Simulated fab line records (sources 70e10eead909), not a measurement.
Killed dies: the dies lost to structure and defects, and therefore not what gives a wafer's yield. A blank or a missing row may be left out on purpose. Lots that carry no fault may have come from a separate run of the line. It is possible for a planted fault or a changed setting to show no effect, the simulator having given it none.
One fault seen from 2 desks / flow nandHarc / each desk has only its own numbers; what lay behind them comes last

METROLOGY DESK
What the gauges read, lot by lot, whatever tool the lot ran on: means of the sampled wafers that have a number. A lot is out of limits, marked OUT, if its mean lies more than 4 standard deviations from the usual mean; the brackets give that distance.
Columns: A = cdNm at NHARC_THIN_TSV_CD_MEAS_37, usual 5000.5 nm
lot=L532; first seen here=day 18 23:41; A=5004.0
lot=L535; first seen here=day 19 00:51; A=5002.6
lot=L534; first seen here=day 19 12:40; A=4996.3
lot=L533; first seen here=day 19 13:34; A=5002.1
lot=L538; first seen here=day 20 04:49; A=5001.8
lot=L537; first seen here=day 20 05:07; A=4997.6
lot=L539; first seen here=day 20 18:32; A=4999.2
lot=L540; first seen here=day 21 03:52; A=5000.1
lot=L541; first seen here=day 21 05:10; A=5005.0
lot=L545; first seen here=day 21 07:47; A=4997.5
lot=L544; first seen here=day 22 01:22; A=5004.6
lot=L554; first seen here=day 24 14:50; A=5003.5
Finding of this desk: none of the 12 lots has anything out of limits.

TOOL OWNER'S DESK, pvdSputter-01
The tool's own readings at NHARC_A_M0_PVD_21 (deposits Cu, target thk 30 nm, time 20.49 s): means of the sampled wafers that have a number, for each lot that ran on this tool. A lot is out of limits, marked OUT, if its mean lies more than 4 standard deviations from the usual mean; the brackets give that distance.
Columns: A = throttleValvePct at NHARC_A_M0_PVD_21, usual 29.8 %
lot=L539; first seen here=day 19 08:04; A=30.5
lot=L540; first seen here=day 19 18:29; A=28.5
lot=L545; first seen here=day 19 23:26; A=30.0
lot=L544; first seen here=day 20 16:01; A=28.8
Finding of this desk: none of the 4 lots has anything out of limits.

PUT TOGETHER
The metrology desk saw nothing out of limits.
The desk of the tool owner found nothing out of limits.

WHAT WAS PUT IN BY THE SIMULATOR
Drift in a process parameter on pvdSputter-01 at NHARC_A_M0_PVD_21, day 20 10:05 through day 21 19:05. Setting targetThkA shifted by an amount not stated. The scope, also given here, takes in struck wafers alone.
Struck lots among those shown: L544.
